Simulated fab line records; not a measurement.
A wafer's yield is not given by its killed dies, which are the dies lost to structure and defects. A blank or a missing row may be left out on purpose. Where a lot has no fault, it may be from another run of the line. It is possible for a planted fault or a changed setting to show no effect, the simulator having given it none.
Matching of chambers || flow nand harc || 3 sister chambers for NHARC_A_BONDPAD_DEP_00 on pecvd-01
The step deposits SiCN, target thk 250 nm. 6 wafers are shown with their chamber, then 12 later ones without.

EACH WAFER AND ITS CHAMBER
{"wafer": "L084.3", "chamber": 1, "rf fwd power W (W)": 446.8, "heater power w (W)": 478}
{"wafer": "L086.4", "chamber": 2, "rf fwd power W (W)": 450.5, "heater power w (W)": 509}
{"wafer": "L086.5", "chamber": 0, "rf fwd power W (W)": 449.7, "heater power w (W)": 504}
{"wafer": "L089.3", "chamber": 2, "rf fwd power W (W)": 449.1, "heater power w (W)": 492}
{"wafer": "L089.4", "chamber": 1, "rf fwd power W (W)": 449.0, "heater power w (W)": 534}
{"wafer": "L089.5", "chamber": 0, "rf fwd power W (W)": 448.7, "heater power w (W)": 433}

WAFERS WITH NO CHAMBER GIVEN
{"wafer": "L088.1", "rf fwd power W (W)": 449.5, "heater power w (W)": 501}
{"wafer": "L088.5", "rf fwd power W (W)": 450.1, "heater power w (W)": 435}
{"wafer": "L088.6", "rf fwd power W (W)": 447.8, "heater power w (W)": 514}
{"wafer": "L092.1", "rf fwd power W (W)": 449.1, "heater power w (W)": 524}
{"wafer": "L092.2", "rf fwd power W (W)": 450.4, "heater power w (W)": 513}
{"wafer": "L092.4", "rf fwd power W (W)": 448.6, "heater power w (W)": 495}
{"wafer": "L091.1", "rf fwd power W (W)": 449.4, "heater power w (W)": 454}
{"wafer": "L091.3", "rf fwd power W (W)": 448.0, "heater power w (W)": 473}
{"wafer": "L091.4", "rf fwd power W (W)": 448.9, "heater power w (W)": 449}
{"wafer": "L095.1", "rf fwd power W (W)": 449.1, "heater power w (W)": 509}
{"wafer": "L095.3", "rf fwd power W (W)": 448.4, "heater power w (W)": 520}
{"wafer": "L095.4", "rf fwd power W (W)": 447.3, "heater power w (W)": 480}

CHAMBER TAKEN BY EACH
{"wafer": "L088.1", "from the rows above": "can't be placed: 2 or 0 or 1", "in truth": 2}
{"wafer": "L088.5", "from the rows above": "can't be placed: 0 or 2 or 1", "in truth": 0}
{"wafer": "L088.6", "from the rows above": "can't be placed: 1 or 0 or 2", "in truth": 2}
{"wafer": "L092.1", "from the rows above": "can't be placed: 2 or 1 or 0", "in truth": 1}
{"wafer": "L092.2", "from the rows above": "can't be placed: 2 or 0 or 1", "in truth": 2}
{"wafer": "L092.4", "from the rows above": "can't be placed: 1 or 0 or 2", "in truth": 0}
{"wafer": "L091.1", "from the rows above": "can't be placed: 0 or 2 or 1", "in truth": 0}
{"wafer": "L091.3", "from the rows above": "can't be placed: 1 or 0 or 2", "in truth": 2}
{"wafer": "L091.4", "from the rows above": "can't be placed: 0 or 2 or 1", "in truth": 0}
{"wafer": "L095.1", "from the rows above": "can't be placed: 2 or 1 or 0", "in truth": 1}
{"wafer": "L095.3", "from the rows above": "can't be placed: 1 or 2 or 0", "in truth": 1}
{"wafer": "L095.4", "from the rows above": "can't be placed: 1 or 0 or 2", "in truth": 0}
0 of 12 placed correctly. These rows do not allow placing 12 (true chamber among the candidates in 12). Number placed wrongly: 0.
How it was worked out, from the rows above alone: a wafer's distance from a chamber is the root of the sum, over the readings, of the square of ((its reading less the chamber's mean) divided by the reading's scatter). If the next closest chamber is less than 2 further off than the closest, the wafer can't be placed; otherwise it belongs to the closest. Each chamber's mean is taken over the wafers shown for it. The scatter: the root of (the sum of the squares of (reading less its chamber's mean) over the shown wafers, divided by (wafers less chambers)).
